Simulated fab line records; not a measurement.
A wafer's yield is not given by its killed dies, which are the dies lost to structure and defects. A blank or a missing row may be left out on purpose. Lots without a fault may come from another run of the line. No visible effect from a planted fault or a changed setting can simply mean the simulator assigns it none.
fab line records	flow nandHarc
record lots=13	wafers=38	lastDay=26
route steps=1159 shown A_ZERO_WELL@404 A_SOURCE_PLATE@416 A_ONON_D1@427 END@1159
lots that met no fault: taken from a fault-free run of the same line
startH: hours from the record's first day to the start of the lot's first wafer shown	waitH: hours from the lot's prior step to this one	" unchanged from the row above	L1.1+2: several wafers, shown together as one row	- no value, or no start given	* or withheld: withheld	< > ~ a bound
route shown NAME@n: a module of which the file shows steps, and the number in the route of the first	usual: the fault-free wafers' mean and standard deviation	same: alike in all rows	chamber/n: place in a boat	sites: each site's reading	_std_site: the values' standard deviation	_edge_site: inner sites' mean taken away from outer sites' mean	radiusMm: how far each site lies from the wafer's centre	mask NAME#n: copy n	behind: the last tool/chamber to shape the wafer	hold: the reason the lot was held/the length of the hold in hours/how it ended	device: transistor that didn't switch, given as n, p or np	end of line: tests run on the same wafers once the route is complete	step lacking rows: just its recipe	killed: dies that structure and defects cost at the first sort, which is not the same as the wafer's yield	map: the dies of a wafer, with x for killed, . for not killed, _ for no die there
set.NAME: the setting that was run; set.NAME@STEP: the one run at that earlier step	model.NAME: the simulator's own value behind a step, which no gauge read
one table for each step of the route and one row for each wafer, over a sample of lots
services: when a tool's chamber went out of use (startH, in hours from the record's first day, below 0 if earlier), for how many hours, and the reason
## steps
# step NHARC_A_ZERO_WELL_ETCH_19
# recipe targetDepthA=800	overetchA=240	timeS=87.88	ionEnergyEv=200	n2FlowSccm=150	h2FlowSccm=150	arFlowSccm=0	rfW=400	biasW=150	chemistry=N2/H2
# usual drypumpMotorCurrentA=5.7/0.46	oesProductAu=1.000/0.0095	rfVppV=430.8/1.9	showerheadPlenumPTorr=2.05/0.066	throttleValvePct=14.172/0.0096
lot.wafer	tool	chamber	startH	waitH	drypumpMotorCurrentA	oesProductAu	rfHoursCounterH	rfVppV	showerheadPlenumPTorr	throttleValvePct
L777.4	rieDiel-11	1	144.01	0.5	5.3	1.003	9	431.3	2.08	14.175
L777.3	"	3	"	"	5.6	1.005	9	429.2	1.97	14.156
L777.6	"	2	"	"	5.0	0.999	-	431.5	2.06	14.183
L779.3	rieDiel-10	1	146.14	0.1	5.3	0.991	16	429.8	1.96	14.173
L779.1	"	2	"	"	6.6	1.006	13	431.2	2.09	14.170
L779.2	"	3	"	"	5.6	0.988	15	429.1	2.02	14.175
L778.1	rieDiel-10	3	148.12	0.1	5.6	0.995	16	430.3	2.02	14.172
L778.2	"	1	"	"	5.2	1.003	16	428.8	1.96	14.161
L778.4	"	3	"	"	5.6	0.990	-	429.9	2.02	14.178
L781.1	rieDiel-02	2	161.58	0.1	5.1	1.003	0	431.3	2.07	14.173
L781.4	"	3	"	"	5.5	0.992	0	432.1	2.11	14.191
L781.2	"	0	"	"	6.0	1.000	0	434.4	2.17	14.183
L784.3	rieDiel-11	3	180.42	0.1	5.6	1.001	11	428.2	1.97	14.167
L784.2	"	0	"	"	5.7	0.989	10	427.6	1.94	14.175
L784.1	"	1	"	"	5.3	0.999	10	431.5	2.08	14.161
L785.4	rieDiel-11	2	187.37	0.1	5.0	1.002	10	432.0	2.06	14.161
L785.6	"	2	"	"	5.0	0.997	-	431.1	2.06	14.195
L785.5	"	3	"	"	5.6	1.003	-	428.0	1.97	14.148
L788.3	rieDiel-11	0	208.37	0.1	5.7	0.979	1	428.0	1.94	14.156
L788.5	"	0	"	"	5.7	0.986	-	426.9	1.94	14.182
L789.3	rieDiel-11	3	217.10	0.1	5.6	1.009	1	429.2	1.97	14.165
L789.4	"	0	"	"	5.7	0.992	2	428.4	1.94	14.190
L789.5	"	2	"	"	5.0	1.016	-	429.7	2.06	14.167
L793.2	rieDiel-02	0	237.67	0.1	6.0	0.998	5	433.8	2.16	14.189
L793.1	"	1	"	"	6.3	0.999	5	432.7	2.08	14.178
L793.5	"	3	"	"	5.5	1.004	-	431.8	2.11	14.173
L794.1	rieDiel-02	0	240.00	0.1	6.0	0.987	6	433.7	2.16	14.186
L794.6	"	3	"	"	5.5	0.986	-	432.6	2.10	14.171
L794.5	"	0	"	"	6.0	0.989	-	433.9	2.16	14.171
L796.4	rieDiel-10	1	252.32	0.1	5.2	0.983	5	430.1	1.96	14.161
L796.3	"	3	"	"	5.6	0.988	5	429.8	2.02	14.174
L796.5	"	0	"	"	5.7	1.007	-	430.2	2.02	14.166
L798.2	rieDiel-11	1	261.75	0.1	5.3	0.996	4	431.7	2.08	14.180
L798.1	"	2	"	"	5.0	1.013	4	432.3	2.06	14.183
L798.3	"	3	"	"	5.6	1.009	4	429.0	1.97	14.174
L799.2	rieDiel-11	3	270.91	0.1	5.6	1.010	4	428.2	1.97	14.187
L799.3	"	0	"	"	5.7	0.987	4	426.5	1.94	14.190
L799.6	"	3	"	"	5.6	1.021	-	429.8	1.97	14.162
# step NHARC_A_SOURCE_PLATE_THK_MEAS_09
# recipe thkMeasGauge=ellipsometry
# usual thkNm=9.6/0.95
lot.wafer	tool	chamber	startH	waitH	thkNm
L777.3	filmMetro-02	-	151.14	0.4	11.3
L777.4	"	-	"	"	9.6
L777.6	"	-	"	"	11.3
L779.1	filmMetro-02	-	154.84	0.4	9.6
L779.2	"	-	"	"	8.9
L779.3	"	-	"	"	9.0
L778.1	filmMetro-01	-	154.84	0.4	8.4
L778.2	"	-	"	"	9.9
L778.4	"	-	"	"	7.5
L781.1	filmMetro-01	-	170.28	0.4	9.6
L781.2	"	-	"	"	9.8
L781.4	"	-	"	"	10.6
L784.1	filmMetro-01	-	189.11	0.4	10.3
L784.2	"	-	"	"	11.0
L784.3	"	-	"	"	9.2
L785.4	filmMetro-01	-	196.15	0.4	10.0
L785.5	"	-	"	"	7.9
L785.6	"	-	"	"	8.0
L788.3	filmMetro-02	-	217.12	0.4	12.1
L788.5	"	-	"	"	9.7
L789.3	filmMetro-02	-	225.76	0.4	10.2
L789.4	"	-	"	"	9.5
L789.5	"	-	"	"	9.8
L794.1	filmMetro-02	-	247.89	0.4	8.9
L794.5	"	-	"	"	11.2
L794.6	"	-	"	"	10.1
L793.1	filmMetro-01	-	247.89	0.4	9.0
L793.2	"	-	"	"	9.2
L793.5	"	-	"	"	10.1
L796.3	filmMetro-01	-	261.06	0.4	8.8
L796.4	"	-	"	"	10.1
L796.5	"	-	"	"	9.9
L798.1	filmMetro-02	-	270.47	0.4	10.7
L798.2	"	-	"	"	9.1
L798.3	"	-	"	"	9.4
L799.2	filmMetro-02	-	279.43	0.4	10.5
L799.3	"	-	"	"	9.8
L799.6	"	-	"	"	9.5
# step NHARC_A_ONON_D1_THK_MEAS_05
# recipe thkMeasGauge=ellipsometry
# usual thkNm=1000/13
lot.wafer	tool	chamber	startH	waitH	thkNm
L777.3	filmMetro-01	-	165.39	-	996
L777.4	"	-	"	"	996
L777.6	"	-	"	"	998
L779.1	filmMetro-01	-	168.97	-	984
L779.2	"	-	"	"	983
L779.3	"	-	"	"	985
L778.1	filmMetro-02	-	168.97	-	980
L778.2	"	-	"	"	980
L778.4	"	-	"	"	981
L781.1	filmMetro-02	-	181.87	-	1014
L781.2	"	-	"	"	1017
L781.4	"	-	"	"	1018
L784.1	filmMetro-01	-	200.98	-	994
L784.2	"	-	"	"	992
L784.3	"	-	"	"	993
L785.4	filmMetro-02	-	210.86	-	1002
L785.5	"	-	"	"	1003
L785.6	"	-	"	"	1001
L788.3	filmMetro-01	-	231.63	-	1007
L788.5	"	-	"	"	1008
L789.3	filmMetro-01	-	243.25	-	1000
L789.4	"	-	"	"	997
L789.5	"	-	"	"	997
L793.1	filmMetro-01	-	262.08	-	1009
L793.2	"	-	"	"	1009
L793.5	"	-	"	"	1009
L794.1	filmMetro-01	-	262.42	-	987
L794.5	"	-	"	"	987
L794.6	"	-	"	"	985
L796.3	filmMetro-01	-	276.51	-	1019
L796.4	"	-	"	"	1021
L796.5	"	-	"	"	1018
L798.1	filmMetro-02	-	284.73	-	977
L798.2	"	-	"	"	977
L798.3	"	-	"	"	976
L799.2	filmMetro-01	-	295.67	-	990
L799.3	"	-	"	"	989
L799.6	"	-	"	"	989
# step NHARC_A_ONON_D1_DEP_12
# recipe targetThkA=10000	n2FlowSccm=2750	n2oFlowSccm=2000	nh3FlowSccm=500	sih4FlowSccm=210	tempC=400
lot.wafer	tool	chamber	startH	waitH
L777.3+4+6	pecvdOnon-04	0	166.68	0.2
L779.1+2+3	pecvdOnon-02	0	170.14	0.1
L778.1+2+4	pecvdOnon-04	0	170.16	0.1
L781.1+2+4	pecvdOnon-02	0	183.06	0.1
L784.1+2+3	pecvdOnon-04	0	202.18	0.1
L785.4+5+6	pecvdOnon-04	0	212.29	0.3
L788.3+5	pecvdOnon-04	0	232.94	0.2
L789.3+4+5	pecvdOnon-02	0	244.56	0.2
L793.1+2+5	pecvdOnon-03	0	263.27	0.1
L794.1+5+6	pecvdOnon-02	0	263.63	0.1
L796.3+4+5	pecvdOnon-02	0	277.81	0.2
L798.1+2+3	pecvdOnon-02	0	285.92	0.1
L799.2+3+6	pecvdOnon-03	0	296.92	0.1
# step NHARC_A_ONON_D1_THK_MEAS_14
# recipe thkMeasGauge=ellipsometry
# usual thkNm=1005/10
lot.wafer	tool	chamber	startH	waitH	thkNm
L777.3	filmMetro-01	-	167.10	-	1002
L777.4	"	-	"	"	1003
L777.6	"	-	"	"	1002
L779.1	filmMetro-01	-	170.66	-	1017
L779.2	"	-	"	"	1016
L779.3	"	-	"	"	1017
L778.1	filmMetro-02	-	170.67	-	990
L778.2	"	-	"	"	989
L778.4	"	-	"	"	990
L781.1	filmMetro-02	-	183.57	-	985
L781.2	"	-	"	"	985
L781.4	"	-	"	"	986
L784.1	filmMetro-01	-	202.68	-	828
L784.2	"	-	"	"	1005
L784.3	"	-	"	"	1005
L785.4	filmMetro-02	-	212.63	-	1014
L785.5	"	-	"	"	836
L785.6	"	-	"	"	1014
L788.3	filmMetro-02	-	233.34	-	1010
L788.5	"	-	"	"	830
L789.3	filmMetro-02	-	244.96	-	998
L789.4	"	-	"	"	1001
L789.5	"	-	"	"	1000
L793.1	filmMetro-01	-	263.78	-	986
L793.2	"	-	"	"	986
L793.5	"	-	"	"	987
L794.1	filmMetro-02	-	264.14	-	1022
L794.5	"	-	"	"	1024
L794.6	"	-	"	"	1022
L796.3	filmMetro-01	-	278.20	-	1009
L796.4	"	-	"	"	1009
L796.5	"	-	"	"	1008
L798.1	filmMetro-02	-	286.42	-	1006
L798.2	"	-	"	"	1004
L798.3	"	-	"	"	1006
L799.2	filmMetro-02	-	297.37	-	990
L799.3	"	-	"	"	989
L799.6	"	-	"	"	990
# step NHARC_END_SORT_01
# recipe tempC=25
# usual killedAtArray=28/9.1	killedAtOther=0.6/0.87	killedAtPeriphery=3.4/2.7	killedDies=32/9	killedOpen=3.2/1.9	killedShort=2.0/1.3
# same grossDies=677
lot.wafer	tool	chamber	startH	waitH	killedAtArray	killedAtOther	killedAtPeriphery	killedDies	killedOpen	killedShort
L784.1	prober-02	0	493.99	2.6	675	1	1	677	3	1
L784.2	prober-02	0	494.79	2.8	25	1	4	30	4	1
L784.3	prober-02	0	495.59	3.1	33	1	1	35	2	4
L785.4	prober-02	0	504.45	3.4	28	0	1	29	2	1
L785.5	prober-02	0	505.25	3.7	674	1	2	677	1	2
L785.6	prober-02	0	506.06	4.0	24	1	4	29	4	5
L788.3	prober-02	0	527.12	3.1	33	0	3	36	4	3
L788.5	prober-02	0	528.73	3.7	676	0	1	677	4	2
# killed by level:class
L784.1 A_ONON_D1:areaDep=649 A_BONDPAD:chamberFilmFlake=7 A_SLIT:chamberFilmFlake=5 A_CHANNEL_HOLE_D1:chamberFilmFlake=3 A_CONTACT:chamberFilmFlake=3 A_CHANNEL_HOLE_D1:geometricParticle:open=2 A_STAIRCASE:chamberFilmFlake=2 A_WL_FILL:chamberFilmFlake=2
L784.2 A_SLIT:chamberFilmFlake=7 A_CHANNEL_HOLE_D1:chamberFilmFlake=5 A_BONDPAD:chamberFilmFlake=4 A_CONTACT:chamberFilmFlake=3 A_WL_FILL:chamberFilmFlake=2 P_CONTACT:geometricParticle:open=1 P_M0:geometricParticle:open=1 A_ONON_D1:geometricParticle:short=1
L784.3 A_SLIT:chamberFilmFlake=14 A_CONTACT:chamberFilmFlake=7 A_CHANNEL_HOLE_D1:chamberFilmFlake=3 A_STAIRCASE:chamberFilmFlake=3 A_BONDPAD:chamberFilmFlake=2 P_CONTACT:geometricParticle:open=1 A_ONON_D1:geometricParticle:short=1 A_CHANNEL_HOLE_D1:geometricParticle:short=1
L785.4 A_CHANNEL_HOLE_D1:chamberFilmFlake=9 A_CONTACT:chamberFilmFlake=9 A_STAIRCASE:chamberFilmFlake=6 A_CHANNEL_FILL_D1:geometricParticle:open=1 A_CONTACT:geometricParticle:open=1 A_M0:geometricParticle:short=1 P_GATE:chamberFilmFlake=1 A_WL_FILL:chamberFilmFlake=1
L785.5 A_ONON_D1:areaDep=650 A_STAIRCASE:chamberFilmFlake=8 A_CHANNEL_HOLE_D1:chamberFilmFlake=7 A_CONTACT:chamberFilmFlake=6 A_CONTACT:geometricParticle:short=1 A_M0:geometricParticle:short=1 STARTING-WAFER:geometricParticle:open=1 P_STI:chamberFilmFlake=1
L785.6 A_STAIRCASE:chamberFilmFlake=11 A_CHANNEL_HOLE_D1:chamberFilmFlake=7 A_WL_FILL:geometricParticle:short=2 P_STI:geometricParticle:short=1 P_GATE:geometricParticle:short=1 P_M1:geometricParticle:open=1 P_M2:geometricParticle:open=1 A_ONON_D1:geometricParticle:open=1
L788.3 A_SLIT:chamberFilmFlake=15 A_CHANNEL_HOLE_D1:chamberFilmFlake=8 A_STAIRCASE:chamberFilmFlake=2 A_CONTACT:chamberFilmFlake=2 P_STI:geometricParticle:open=1 P_GATE:geometricParticle:open=1 P_CONTACT:geometricParticle:short=1 A_CHANNEL_HOLE_D1:geometricParticle:short=1
L788.5 A_ONON_D1:areaDep=651 A_SLIT:chamberFilmFlake=12 A_STAIRCASE:chamberFilmFlake=3 A_CHANNEL_HOLE_D1:chamberFilmFlake=2 A_STAIRCASE:geometricParticle:short=1 A_WL_FILL:geometricParticle:open=1 A_WL_FILL:geometricParticle:short=1 A_CONTACT:geometricParticle:open=1
## services
tool	chamber	startH	hours	kind
rieDiel-10	0	130.00	56.1	repair
rieDiel-10	2	131.00	11.5	repair
rieDiel-11	0	144.01	-	clean
rieDiel-11	1	144.01	-	clean
rieDiel-11	2	144.01	-	clean
rieDiel-11	3	144.01	-	clean
rieDiel-11	2	149.06	7.7	repair
rieDiel-02	-	150.70	9.0	pm
pecvdOnon-03	-	153.00	13.0	pm
rieDiel-10	3	163.48	50.2	repair
rieDiel-11	0	168.51	-	clean
rieDiel-11	1	168.51	-	clean
rieDiel-11	2	168.51	-	clean
rieDiel-11	3	168.51	-	clean
rieDiel-10	-	189.32	9.0	pm
rieDiel-11	-	189.50	9.0	pm
rieDiel-11	0	189.50	9.0	ventCycle
rieDiel-11	1	189.50	9.0	ventCycle
rieDiel-11	2	189.50	9.0	ventCycle
rieDiel-10	1	205.37	6.8	repair
pecvdOnon-04	-	237.09	13.0	pm
rieDiel-11	1	265.13	8.5	repair
rieDiel-11	-	273.24	0.6	repair
pecvdOnon-02	-	292.17	13.0	pm
## key
firstSign step=NHARC_A_ONON_D1_THK_MEAS_14	reading=thkNm	direction=down	sigmas=17	usual=1005	struck=831
effect step=NHARC_END_SORT_01	reading=killedDies	direction=up	sigmas=72	usual=32	struck=677
moreKillsBornAt NHARC_A_ONON_D1_DEP_12@pecvdOnon-04=1950
metAt NHARC_A_ONON_D1_DEP_12
struckLots L784,L785,L788
struckWafers L784.1,L785.5,L788.5
laterRowsLeftOut L784.1,L785.5,L788.5
testerLeftOut L784,L785,L788
notActingAt NHARC_A_ZERO_WELL_ETCH_19,NHARC_A_SOURCE_PLATE_THK_MEAS_09,NHARC_A_ONON_D1_THK_MEAS_05
onsetBetween 170.16 202.18
fault kind=processParameterDrift	tool=pecvdOnon-04	chamber=-	onsetH=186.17	steps=NHARC_A_ONON_D1_DEP_12	channel=targetThkA	offset=*	shape=step	endH=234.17	scope=struckWafersOnly	actsIn=*	stated=*
# testerLeftOut: of these lots the tester's yield and bins aren't shown, on N5 and GAA mostly nor the transistor test; their killed dies are dies lost to structure and defects alone, not to doping, threshold or leakage, so they don't give the yield
# laterRowsLeftOut: the simulator's readings of these wafers behind a module that went badly wrong aren't trusted and aren't shown, but for the sort
